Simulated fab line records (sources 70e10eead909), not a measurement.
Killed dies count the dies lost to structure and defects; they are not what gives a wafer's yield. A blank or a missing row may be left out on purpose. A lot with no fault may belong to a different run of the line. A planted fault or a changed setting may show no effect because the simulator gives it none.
Comparing a struck lot with a sound one ; flow nandHarc ; 33 steps out of a route of 1302
Sound: these wafers, L617.2, L617.4, L617.5. Struck: wafers L609.2, L609.3, L609.6. The cause is given at the end.
For every step that has rows: the tool of each side, followed by ch and its chambers, followed by its first start. Under that, the readings that differ: sound wafers ; struck wafers ; difference of the means ; sigmas: that difference in standard deviations of wafers without a fault.
alike: a reading whose means differ by less than 2 such deviations, as well as words and numbers matching on both sides. not compared: withheld readings; readings where some wafer has no value; bounds like >300 that might hide an equal value; numbers whose values overlap and for which the record gives no deviation.
The two part at a step that has a row with sigmas, a row that says differs or no value, or rows on one side only. Numbers that have no deviation but don't overlap get no sigmas and don't part them. Lack of a reading on every wafer of one side parts them only where that side has two or more wafers.

first, 9 steps without rows for these wafers: NHARC_A_CHANNEL_HOLE_D1_DEP_00 (deposits aC, target thk 3100 nm); NHARC_A_CHANNEL_HOLE_D1_DEP_01 (deposits SiON, target thk 140 nm); NHARC_A_CHANNEL_HOLE_D1_DEHYDRATE_02 (time 120 s); NHARC_A_CHANNEL_HOLE_D1_HMDS_03 (time 30 s); NHARC_A_CHANNEL_HOLE_D1_COAT_36 (time 75 s); NHARC_A_CHANNEL_HOLE_D1_COAT_37 (time 65 s); NHARC_A_CHANNEL_HOLE_D1_COAT_04 (resist thk 90 nm); NHARC_A_CHANNEL_HOLE_D1_SOFTBAKE_05 (time 55 s); NHARC_A_CHANNEL_HOLE_D1_EBR_06.
NHARC_A_CHANNEL_HOLE_D1_EXPOSE_07: exposes mask HOLE D1, target cd 100 nm.
  sound on arfiScanner-01 ch 0, day 17 08:33; struck on arfiScanner-03 ch 0, day 13 22:20
reading;sound;struck;difference;sigmas
exposureDoseMJCm2;59.73 59.59 59.71;56.12 56.08 56.10;-3.58;-59
  alike: mask, stageVelMmS
then, 2 steps without rows for these wafers: NHARC_A_CHANNEL_HOLE_D1_PEB_08 (peb time 65 s); NHARC_A_CHANNEL_HOLE_D1_DEVELOP_09 (develop time 35 s).
NHARC_A_CHANNEL_HOLE_D1_CD_MEAS_10: target cd 100 nm.
  sound on cdSem-02 ch 0, day 17 08:42; struck on cdSem-01 ch 0, day 13 22:29
reading;sound;struck;difference;sigmas
cdNm (nm);100.4 99.6 100.4;97.4 96.9 97.4;-2.9;-6
NHARC_A_CHANNEL_HOLE_D1_DESCUM_15: chemistry O2, time 3 s.
  sound on rieDiel-04 ch 0,1,2, day 17 08:53; struck on rieDiel-10 ch 2,3, day 13 22:40
reading;sound;struck;difference;sigmas
model.A_CHANNEL_HOLE_D1.cdNm (nm);100.7 98.93 100.6;96.93 97.44 97.66;-2.73;
  alike: drypumpMotorCurrentA, oesProductAu, rfVppV, showerheadPlenumPTorr, throttleValvePct
  not compared: rfHoursCounterH
then, 16 steps without rows for these wafers: NHARC_A_CHANNEL_HOLE_D1_ETCH_38 (etches the open film in CF4, target depth 39 nm, time 65 s); NHARC_A_CHANNEL_HOLE_D1_ETCH_39 (etches the open film in N2/H2, target depth 260 nm, time 325 s); NHARC_A_CHANNEL_HOLE_D1_ETCH_34 (etches the open film in CF4/CHF3, target depth 154 nm, time 77 s); NHARC_A_CHANNEL_HOLE_D1_ETCH_16 (etches the open film in O2/COS, target depth 3100 nm, time 806 s); NHARC_A_CHANNEL_HOLE_D1_ETCH_19 (etches the open film in C4F8/O2/Ar, time 34.5 s); NHARC_A_CHANNEL_HOLE_D1_ETCH_20 (etches the open film in C4F8/O2/Ar, time 361.9 s, target depth 1600 nm); NHARC_A_CHANNEL_HOLE_D1_ETCH_21 (etches the open film in C4F8/O2/Ar, time 514.3 s, target depth 1600 nm); NHARC_A_CHANNEL_HOLE_D1_ETCH_22 (etches the open film in C4F8/O2/Ar, time 666.7 s, target depth 1600 nm); NHARC_A_CHANNEL_HOLE_D1_ETCH_23 (etches the open film in C4F8/O2/Ar, time 819 s, target depth 1600 nm); NHARC_A_CHANNEL_HOLE_D1_ETCH_24 (etches the open film in C4F8/O2/Ar, time 906.2 s, target depth 1500 nm); NHARC_A_CHANNEL_HOLE_D1_ETCH_25 (etches the open film in C4F8/O2/Ar, time 1040.2 s, target depth 1500 nm); NHARC_A_CHANNEL_HOLE_D1_ETCH_26 (etches the open film in C4F8/O2/Ar, time 224.1 s, target depth 300 nm); NHARC_A_CHANNEL_HOLE_D1_ETCH_33 (etches the open film in C4F8/O2/Ar, time 90 s, target depth 400 nm); NHARC_A_CHANNEL_HOLE_D1_STRIP_41 (strips in N2/H2); NHARC_A_CHANNEL_HOLE_D1_STRIP_42 (strips in CF4/CHF3); NHARC_A_CHANNEL_HOLE_D1_STRIP_43 (strips in O2/COS).
NHARC_A_CHANNEL_HOLE_D1_ETCH_44: etches the open film in CF4/O2, target depth 140 nm, overetch 14 nm, time 77 s.
  sound on rieDiel-10 ch 0,2, day 17 18:53; struck on rieDiel-10 ch 0,3, day 14 04:34
reading;sound;struck;difference;sigmas
model.A_CHANNEL_HOLE_D1.cdNm (nm);88.97 91.07 91.53;85.15 85.56 85.86;-5.00;
  alike: drypumpMotorCurrentA, oesProductAu, rfVppV, showerheadPlenumPTorr, throttleValvePct
  not compared: rfHoursCounterH
then, 1 step without rows for these wafers: NHARC_A_CHANNEL_HOLE_D1_STRIP_27 (strips in O2).
-- break in the record here, with 16 days between the starts of the struck wafers on either side (left off in module A_CHANNEL_HOLE_D1, picked up again in module END, where the first step shown is number 1302 on the route) --
NHARC_END_SORT_01:
  sound on prober-02 ch 0, day 33 06:38; struck on prober-01 ch 0, day 30 01:17
  alike: killedAtArray, killedAtOther, killedAtPeriphery, killedDies, killedOpen, killedShort

WHERE THEY PART
First at NHARC_A_CHANNEL_HOLE_D1_EXPOSE_07; last, within this record, at NHARC_A_CHANNEL_HOLE_D1_CD_MEAS_10. Later steps at which nothing parts them and some readings are alike: NHARC_A_CHANNEL_HOLE_D1_DESCUM_15, NHARC_A_CHANNEL_HOLE_D1_ETCH_44, NHARC_END_SORT_01.

WHY: what had been put in by the simulator
Process parameter drift: arfiScanner-03, from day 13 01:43 on, at NHARC_A_CHANNEL_HOLE_D1_EXPOSE_07. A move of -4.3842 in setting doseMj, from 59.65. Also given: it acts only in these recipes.
